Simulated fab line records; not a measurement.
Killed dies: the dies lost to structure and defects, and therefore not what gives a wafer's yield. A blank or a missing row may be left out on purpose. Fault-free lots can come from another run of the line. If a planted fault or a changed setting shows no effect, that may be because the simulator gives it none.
A struck lot beside a sound one || flow nand harc || 16 steps out of a route of 1302
Sound: wafers L668.3, L668.4, L668.6. Struck: wafers L661.1, L661.3, L661.6. The cause is given at the end.
At each step with rows: each side's tool, then ch and its chambers, then its first start. Under that, the readings that differ: sound wafers || struck wafers || difference of the means || sigmas: that difference in standard deviations of wafers without a fault.
alike: a reading whose means differ by less than 2 such deviations, as well as words and numbers matching on both sides. not compared: withheld readings; readings where some wafer has no value; bounds like >300 that might hide an equal value; numbers whose values overlap and for which the record gives no deviation.
Wherever a step has rows on one side only, a row that says differs or no value, or a row with sigmas, the two part there. Numbers that have no deviation but don't overlap get no sigmas and don't part them. Lack of a reading on every wafer of one side parts them only where that side has two or more wafers.

NHARC_P_M2_INSPECT_11:
  sound on defect inspect-01, day 11 04:35; struck on defect inspect-01, day 8 19:19
  alike: raw defect count
NHARC_P_M2_DESCUM_14: chemistry O2, time 3 s.
  sound on rie diel-08 ch 1,2, day 11 04:38; struck on rie diel-08 ch 0,3, day 8 19:22
  alike: drypump motor current A, oes product au, rf vpp V, showerhead plenum p Torr, throttle valve pct
  not compared: rf hours counter h
NHARC_P_M2_ETCH_35: etches the open film in N2/H2, target depth 40 nm, overetch 12 nm, time 43.94 s.
  sound on rie diel-08 ch 0,1,2, day 11 04:44; struck on rie diel-08 ch 1,2,3, day 8 19:28
{"reading": "oes product au (a.u.)", "sound": "1.026 1.000 1.028", "struck": "0.988 0.993 0.992", "difference": -0.027, "sigmas": -2}
  alike: bias w, drypump motor current A, rf vpp V, showerhead plenum p Torr, throttle valve pct
  not compared: rf hours counter h
NHARC_P_M2_ETCH_15: etches the open film in C4F8/Ar, target depth 182.5 nm, time 91.2 s.
  sound: rie diel-08 ch 0,1,3; struck: rie diel-08 ch 0,3
  alike: bias w, oes product au, rf vpp V
  not compared: rf hours counter h
NHARC_P_M2_CD_MEAS_16:
  sound on cd sem-01, day 11 04:57; struck on cd sem-03, day 8 19:41
  alike: cd nm
then, 3 steps without rows for these wafers: NHARC_P_M2_STRIP_18 (strips in N2/H2); NHARC_P_M2_ETCH_28 (etches the open film in CF4/N2, target depth 30 nm, time 72.99 s); NHARC_P_M2_STRIP_19 (strips in post etch residue remover, time 600 s).
NHARC_P_M2_DEGAS_29: time 60 s.
  sound on pvd sputter-03, day 11 05:40; struck on pvd sputter-02, day 8 20:24
  alike: heater power w
then, 1 step without rows for these wafers: NHARC_P_M2_PRE_CLEAN_30 (time 30 s).
NHARC_P_M2_PVD_20: deposits TaN, target thk 5 nm, time 8.06 s.
  sound on pvd sputter-03; struck on pvd sputter-02
  alike: throttle valve pct
then, 1 step without rows for these wafers: NHARC_P_M2_PVD_21 (deposits Cu, target thk 30 nm, time 20.49 s).
NHARC_P_M2_ECD_22: material Cu, target thk 400 nm.
  sound on ecd cu-01 ch 0,1, day 11 06:22; struck on ecd cu-01 ch 0,1, day 8 20:45
  no value came back on the struck wafers for bath heat duty pct (%), bath temp c (C); on the sound wafers bath heat duty pct (%) reads 7.8 6.6 6.9
then, 1 step without rows for these wafers: NHARC_P_M2_ANNEAL_31 (time 90 s).
NHARC_P_M2_CMP_23: polishes, t overpolish 20 s, target thk 144.3 nm.
  sound on cmp-02 ch 0,3, day 11 07:01; struck on cmp-04 ch 1,3, day 8 21:28
{"reading": "time to endpoint s (s)", "sound": "27 30 30", "struck": "3 0 0", "difference": -28, "sigmas": -9}
  alike: motor current A
NHARC_P_M2_THK_MEAS_24: measures by xrf.
  sound on film metro-01, day 11 07:20; struck on film metro-02, day 8 21:57
{"reading": "thk nm (nm)", "sound": "145.2 142.9 142.8", "struck": "29.4 31.4 28.4", "difference": -113.9, "sigmas": -63}
  not compared: hold

WHERE THEY PART
First at NHARC_P_M2_ETCH_35; last, within this record, at NHARC_P_M2_THK_MEAS_24.

WHY: the cause the simulator had injected
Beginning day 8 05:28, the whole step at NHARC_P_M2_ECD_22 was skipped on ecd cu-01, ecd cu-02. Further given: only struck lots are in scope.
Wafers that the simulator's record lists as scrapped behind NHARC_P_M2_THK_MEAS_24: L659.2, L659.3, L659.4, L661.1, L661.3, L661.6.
